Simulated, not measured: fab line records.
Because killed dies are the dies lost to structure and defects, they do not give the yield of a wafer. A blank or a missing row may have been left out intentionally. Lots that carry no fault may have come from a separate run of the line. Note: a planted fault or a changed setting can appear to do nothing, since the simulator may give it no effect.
Chamber matching / flow n5Finfet / 4 sister chambers for N5_BEOL_M14_ETCH_68 on rieDiel-06
The step etches SOC in N2/H2, time 450 s. 20 wafers are shown with their chamber, then 10 later ones without.

## WAFERS PAIRED WITH THEIR CHAMBERS
wafer=L074.1; chamber=2; drypumpMotorCurrentA (A)=5.1; showerheadPlenumPTorr (Torr)=2.59; rfVppV (V)=524.3
wafer=L074.2; chamber=0; drypumpMotorCurrentA (A)=6.1; showerheadPlenumPTorr (Torr)=2.69; rfVppV (V)=527.3
wafer=L074.6; chamber=0; drypumpMotorCurrentA (A)=6.2; showerheadPlenumPTorr (Torr)=2.69; rfVppV (V)=528.1
wafer=L077.2; chamber=0; drypumpMotorCurrentA (A)=6.1; showerheadPlenumPTorr (Torr)=2.69; rfVppV (V)=529.3
wafer=L077.3; chamber=2; drypumpMotorCurrentA (A)=5.1; showerheadPlenumPTorr (Torr)=2.58; rfVppV (V)=525.9
wafer=L077.6; chamber=2; drypumpMotorCurrentA (A)=5.1; showerheadPlenumPTorr (Torr)=2.58; rfVppV (V)=525.4
wafer=L082.1; chamber=2; drypumpMotorCurrentA (A)=5.1; showerheadPlenumPTorr (Torr)=2.58; rfVppV (V)=526.2
wafer=L082.3; chamber=1; drypumpMotorCurrentA (A)=6.1; showerheadPlenumPTorr (Torr)=2.42; rfVppV (V)=520.8
wafer=L082.4; chamber=0; drypumpMotorCurrentA (A)=6.2; showerheadPlenumPTorr (Torr)=2.69; rfVppV (V)=528.0
wafer=L085.1; chamber=2; drypumpMotorCurrentA (A)=5.1; showerheadPlenumPTorr (Torr)=2.58; rfVppV (V)=523.8
wafer=L085.3; chamber=3; drypumpMotorCurrentA (A)=5.8; showerheadPlenumPTorr (Torr)=2.66; rfVppV (V)=526.6
wafer=L085.6; chamber=2; drypumpMotorCurrentA (A)=5.1; showerheadPlenumPTorr (Torr)=2.58; rfVppV (V)=522.7
wafer=L086.2; chamber=0; drypumpMotorCurrentA (A)=6.1; showerheadPlenumPTorr (Torr)=2.68; rfVppV (V)=527.7
wafer=L086.4; chamber=2; drypumpMotorCurrentA (A)=5.1; showerheadPlenumPTorr (Torr)=2.58; rfVppV (V)=524.1
wafer=L086.6; chamber=0; drypumpMotorCurrentA (A)=6.1; showerheadPlenumPTorr (Torr)=2.68; rfVppV (V)=526.3
wafer=L088.1; chamber=1; drypumpMotorCurrentA (A)=6.1; showerheadPlenumPTorr (Torr)=2.42; rfVppV (V)=521.5
wafer=L088.5; chamber=3; drypumpMotorCurrentA (A)=5.8; showerheadPlenumPTorr (Torr)=2.66; rfVppV (V)=527.2
wafer=L088.6; chamber=0; drypumpMotorCurrentA (A)=6.2; showerheadPlenumPTorr (Torr)=2.68; rfVppV (V)=527.5
wafer=L093.1; chamber=3; drypumpMotorCurrentA (A)=5.8; showerheadPlenumPTorr (Torr)=2.65; rfVppV (V)=526.9
wafer=L093.2; chamber=2; drypumpMotorCurrentA (A)=5.1; showerheadPlenumPTorr (Torr)=2.57; rfVppV (V)=524.0

SIGNATURES (averages over the wafers above)
reading=drypumpMotorCurrentA; chamber 0=6.143; chamber 1=6.100; chamber 2=5.100; chamber 3=5.800; scatter within a chamber=0.0327
reading=showerheadPlenumPTorr; chamber 0=2.6857; chamber 1=2.4200; chamber 2=2.5800; chamber 3=2.6567; scatter within a chamber=0.00523
reading=rfVppV; chamber 0=527.743; chamber 1=521.150; chamber 2=524.550; chamber 3=526.900; scatter within a chamber=0.975
Rule: a wafer lies at a distance from a chamber equal to the root of the sum of squares, over the readings, of (its reading less the chamber's mean, divided by the reading's scatter). The wafer belongs to the nearest chamber; if the next one is less than 2 further off, it can't be placed. The scatter: take each reading less its chamber's mean, square it, sum over the shown wafers, divide by the number of wafers less the number of chambers, and take the root.

## WAFERS WITHOUT THEIR CHAMBER
wafer=L093.3; drypumpMotorCurrentA (A)=6.1; showerheadPlenumPTorr (Torr)=2.41; rfVppV (V)=521.8
wafer=L093.4; drypumpMotorCurrentA (A)=6.1; showerheadPlenumPTorr (Torr)=2.67; rfVppV (V)=527.1
wafer=L093.5; drypumpMotorCurrentA (A)=6.1; showerheadPlenumPTorr (Torr)=2.67; rfVppV (V)=529.1
wafer=L093.6; drypumpMotorCurrentA (A)=5.8; showerheadPlenumPTorr (Torr)=2.65; rfVppV (V)=526.4
wafer=L092.2; drypumpMotorCurrentA (A)=6.1; showerheadPlenumPTorr (Torr)=2.41; rfVppV (V)=522.3
wafer=L092.3; drypumpMotorCurrentA (A)=6.1; showerheadPlenumPTorr (Torr)=2.67; rfVppV (V)=527.6
wafer=L092.4; drypumpMotorCurrentA (A)=5.8; showerheadPlenumPTorr (Torr)=2.65; rfVppV (V)=528.0
wafer=L097.1; drypumpMotorCurrentA (A)=6.1; showerheadPlenumPTorr (Torr)=2.41; rfVppV (V)=520.6
wafer=L097.3; drypumpMotorCurrentA (A)=6.1; showerheadPlenumPTorr (Torr)=2.67; rfVppV (V)=527.3
wafer=L097.4; drypumpMotorCurrentA (A)=6.2; showerheadPlenumPTorr (Torr)=2.67; rfVppV (V)=527.6

## WHICH CHAMBER EACH WENT THROUGH
wafer=L093.3; from the rows above=1; in truth=1
wafer=L093.4; from the rows above=0; in truth=0
wafer=L093.5; from the rows above=0; in truth=0
wafer=L093.6; from the rows above=3; in truth=3
wafer=L092.2; from the rows above=1; in truth=1
wafer=L092.3; from the rows above=0; in truth=0
wafer=L092.4; from the rows above=3; in truth=3
wafer=L097.1; from the rows above=1; in truth=1
wafer=L097.3; from the rows above=0; in truth=0
wafer=L097.4; from the rows above=0; in truth=0
Placed correctly: 10 of 10. From these rows, 0 cannot be placed. Placed wrongly: 0.
